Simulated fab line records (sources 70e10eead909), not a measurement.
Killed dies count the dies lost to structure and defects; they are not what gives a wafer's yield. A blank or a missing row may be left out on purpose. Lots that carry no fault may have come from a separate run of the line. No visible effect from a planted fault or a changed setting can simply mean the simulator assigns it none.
Which tool was responsible? | flow nandHarc | 13 lots with 39 wafers sampled at 5 steps, on a route of 1159 steps

WHAT THE GAUGES READ, wafer by wafer
NHARC_END_SORT_01. Usual: killedAtArray 29, standard deviation 11; killedAtOther 0.6, standard deviation 0.89; killedAtPeriphery 3.8, standard deviation 2.8; killedDies 33, standard deviation 12; killedOpen 3.5, standard deviation 1.9; killedShort 1.9, standard deviation 1.3.
lot  | measured     | on        | killedAtArray | killedAtOther | killedAtPeriphery | killedDies | killedOpen | killedShort | flag
L726 | day 21 02:50 | prober-02 | 29 16 22      | 0 1 0         | 5 1 7             | 34 18 29   | 6 0 2      | 0 2 2       | 
L727 | day 22 06:54 | prober-01 | 25 36 29      | 0 0 0         | 5 6 10            | 30 42 39   | 3 5 5      | 3 1 1       | 
L739 | day 23 19:11 | prober-01 | 43 43 47      | 1 0 2         | 6 2 3             | 50 45 52   | 6 3 4      | 1 3 1       | 
L740 | day 24 18:34 | prober-02 | 24 17 15      | 0 2 0         | 3 1 2             | 27 20 17   | 4 2 2      | 0 2 3       | 
L742 | day 25 02:22 | prober-01 | 51 58 53      | 0 0 0         | 9 5 6             | 60 63 59   | 5 2 2      | 2 2 3       | 

TOOL THAT RAN EACH LOT (tool first, then ch and the chambers of the sampled wafers, then the start)
lot  | NHARC_A_STAIRCASE_ETCH_230                   | NHARC_A_STAIRCASE_HM_DEP_456                                  | NHARC_A_STAIRCASE_DEP_259       | NHARC_A_STAIRCASE_DESCUM_291
L721 | rieDiel-05 ch 0,1,2, day 11 11:00 or earlier | aclDep-03 ch 0, day 11 11:00                                  | pecvd-04 ch 1,2, day 11 12:17   | rieDiel-02 ch 0,2, day 11 13:14
L723 | rieDiel-04 ch 1,2,3, day 12 00:14 or earlier | aclDep-01 ch 0, day 12 00:14                                  | pecvd-02 ch 0,2, day 12 02:37   | rieDiel-04 ch 0,1,2, day 12 03:38
L722 | rieDiel-05 ch 0,2,3, day 12 01:16 or earlier | aclDep-03 ch 0, day 12 01:16                                  | pecvd-01 ch 1,2, day 12 03:11   | rieDiel-05 ch 0,1,2, day 12 04:08
L726 | rieDiel-02 ch 2,3, day 13 05:42 or earlier   | aclDep-02 ch 0, day 13 05:42 and aclDep-03 ch 0, day 13 08:46 | pecvd-01 ch 0,1,2, day 13 10:02 | rieDiel-05 ch 0,2,3, day 13 10:58
L725 | rieDiel-02 ch 0,1,3, day 13 06:38 or earlier | aclDep-03 ch 0, day 13 06:38                                  | pecvd-02 ch 0,1, day 13 08:14   | rieDiel-02 ch 0,3, day 13 09:11
L724 | rieDiel-05 ch 1,2,3, day 13 06:55 or earlier | aclDep-02 ch 0, day 13 06:55                                  | pecvd-02 ch 0,1,2, day 13 08:50 | rieDiel-05 ch 0,2,3, day 13 09:51
L727 | rieDiel-02 ch 0,1, day 13 20:46 or earlier   | aclDep-01 ch 0, day 13 20:46                                  | pecvd-01 ch 0,1, day 14 02:28   | rieDiel-04 ch 1,2,3, day 14 18:16
L739 | rieDiel-04 ch 0,3, day 15 20:11 or earlier   | aclDep-03 ch 0, day 15 20:11                                  | pecvd-02 ch 0,1, day 15 22:03   | rieDiel-05 ch 0,1,2, day 15 23:03
L738 | rieDiel-05 ch 1,2,3, day 16 05:20 or earlier | aclDep-01 ch 0, day 16 05:20                                  | pecvd-02 ch 1,2, day 16 07:13   | rieDiel-05 ch 1,2, day 16 08:02
L741 | rieDiel-04 ch 1,3, day 16 13:02 or earlier   | aclDep-01 ch 0, day 16 13:02                                  | pecvd-01 ch 0,2, day 16 14:36   | rieDiel-02 ch 0,1, day 16 15:35
L740 | rieDiel-04 ch 0,2,3, day 16 16:11 or earlier | aclDep-03 ch 0, day 16 16:11                                  | pecvd-02 ch 0,1,2, day 16 18:20 | rieDiel-05 ch 0,1,3, day 16 19:16
L742 | rieDiel-04 ch 0,1,3, day 16 18:46 or earlier | aclDep-01 ch 0, day 16 18:46                                  | pecvd-02 ch 0,1, day 16 20:19   | rieDiel-02 ch 0,1,3, day 16 21:13
L743 | rieDiel-05 ch 1,2,3, day 17 04:59 or earlier | aclDep-01 ch 0, day 17 04:59                                  | pecvd-02 ch 0,1,2, day 17 06:53 | rieDiel-04 ch 0,2,3, day 17 07:50
- NHARC_A_STAIRCASE_ETCH_230: etches the open film in C4F8/O2, target depth 100 nm, time 40.5 s.
- NHARC_A_STAIRCASE_HM_DEP_456: deposits aC, target thk 1500 nm.
- NHARC_A_STAIRCASE_DEP_259: deposits SiON, target thk 30 nm.
- NHARC_A_STAIRCASE_DESCUM_291: chemistry O2, time 3 s.

WHAT THE TOOLS THEMSELVES READ (means of the sampled wafers that have a number; where no wafer has one, the mark that the record gives instead)
NHARC_A_STAIRCASE_ETCH_230. Usual: oesProductAu 0.941 a.u., standard deviation 0.014; rfVppV 896 V, standard deviation 4.4.
lot  | tool       | oesProductAu (a.u.) | rfVppV (V) | flag
L721 | rieDiel-05 | 0.932               | 893        | 
L723 | rieDiel-04 | 0.957               | 900        | 
L722 | rieDiel-05 | 0.937               | 896        | 
L726 | rieDiel-02 | 0.943               | 899        | 
L725 | rieDiel-02 | 0.921               | 899        | 
L724 | rieDiel-05 | 0.936               | 895        | 
L727 | rieDiel-02 | 0.968               | 900        | 
L739 | rieDiel-04 | 0.951               | 896        | 
L738 | rieDiel-05 | 0.938               | 895        | 
L741 | rieDiel-04 | 0.937               | 902        | 
L740 | rieDiel-04 | 0.943               | 896        | 
L742 | rieDiel-04 | 0.929               | 898        | 
L743 | rieDiel-05 | 0.932               | 894        | 

NHARC_A_STAIRCASE_HM_DEP_456. Usual: throttleValvePct 35.001 %, standard deviation 0.0087.
lot  | tool                | throttleValvePct (%) | flag
L721 | aclDep-03           | 35.002               | 
L723 | aclDep-01           | 34.994               | 
L722 | aclDep-03           | 34.997               | 
L726 | aclDep-02/aclDep-03 | 35.000               | 
L725 | aclDep-03           | 35.003               | 
L724 | aclDep-02           | 34.998               | 
L727 | aclDep-01           | 34.994               | 
L739 | aclDep-03           | 35.010               | 
L738 | aclDep-01           | 35.003               | 
L741 | aclDep-01           | 34.994               | 
L740 | aclDep-03           | 34.991               | 
L742 | aclDep-01           | 35.002               | 
L743 | aclDep-01           | 34.997               | 

NHARC_A_STAIRCASE_DEP_259. Usual: heaterPowerW 774 W, standard deviation 84.
lot  | tool     | heaterPowerW (W) | flag
L721 | pecvd-04 | 745              | 
L723 | pecvd-02 | 819              | 
L722 | pecvd-01 | 739              | 
L726 | pecvd-01 | 777              | 
L725 | pecvd-02 | 798              | 
L724 | pecvd-02 | 830              | 
L727 | pecvd-01 | 793              | 
L739 | pecvd-02 | 756              | 
L738 | pecvd-02 | 856              | 
L741 | pecvd-01 | 775              | 
L740 | pecvd-02 | 800              | 
L742 | pecvd-02 | 713              | 
L743 | pecvd-02 | 800              | 

NHARC_A_STAIRCASE_DESCUM_291. Usual: drypumpMotorCurrentA 5.6 A, standard deviation 0.5; oesProductAu 0.994 a.u., standard deviation 0.008; rfVppV 57.9 V, standard deviation 0.91; showerheadPlenumPTorr 1.91 Torr, standard deviation 0.07; throttleValvePct 11.312 %, standard deviation 0.0092.
lot  | tool       | drypumpMotorCurrentA (A) | oesProductAu (a.u.) | rfVppV (V) | showerheadPlenumPTorr (Torr) | throttleValvePct (%) | flag
L721 | rieDiel-02 | 5.9                      | 1.005               | 58.1       | 2.02                         | 11.318               | 
L723 | rieDiel-04 | 5.3                      | 1.005               | 58.6       | 1.95                         | 11.316               | 
L722 | rieDiel-05 | 5.8                      | 0.993               | 58.0       | 1.86                         | 11.306               | 
L726 | rieDiel-05 | 5.3                      | 0.985               | 58.6       | 1.91                         | 11.308               | 
L725 | rieDiel-02 | 5.4                      | 1.001               | 58.9       | 1.98                         | 11.302               | 
L724 | rieDiel-05 | 5.3                      | 0.992               | 57.5       | 1.91                         | 11.317               | 
L727 | rieDiel-04 | 5.5                      | 1.002               | 58.6       | 1.98                         | 11.314               | 
L739 | rieDiel-05 | 5.8                      | 0.993               | 57.1       | 1.85                         | 11.310               | 
L738 | rieDiel-05 | 6.0                      | 0.995               | 58.9       | 1.87                         | 11.318               | 
L741 | rieDiel-02 | 5.7                      | 0.992               | 58.0       | 1.92                         | 11.318               | 
L740 | rieDiel-05 | 5.6                      | 0.993               | 57.2       | 1.87                         | 11.316               | 
L742 | rieDiel-02 | 5.5                      | 0.993               | 58.4       | 1.92                         | 11.305               | 
L743 | rieDiel-04 | 5.4                      | 0.998               | 57.1       | 1.91                         | 11.305               | 

THE ANSWER, worked out from the rows above alone
Rule: take the mean of a lot's wafers that have a number; if it is more than 3 standard deviations from the usual mean, the lot is off. A lot without any number at a reading at which 4 lots or more have one is off too. Where the step has rows for the other lots, those lots are counted as sound. Order of review: gauges by route order, followed by the tools' own readings, for which a lot's mean as printed above is used. At the first step where some lot is off, the reading lying furthest off is the one used; lots without a number count as furthest.
No lot is off on any of the readings shown, so nothing can be concluded from this.

WHAT THE SIMULATOR PUT IN
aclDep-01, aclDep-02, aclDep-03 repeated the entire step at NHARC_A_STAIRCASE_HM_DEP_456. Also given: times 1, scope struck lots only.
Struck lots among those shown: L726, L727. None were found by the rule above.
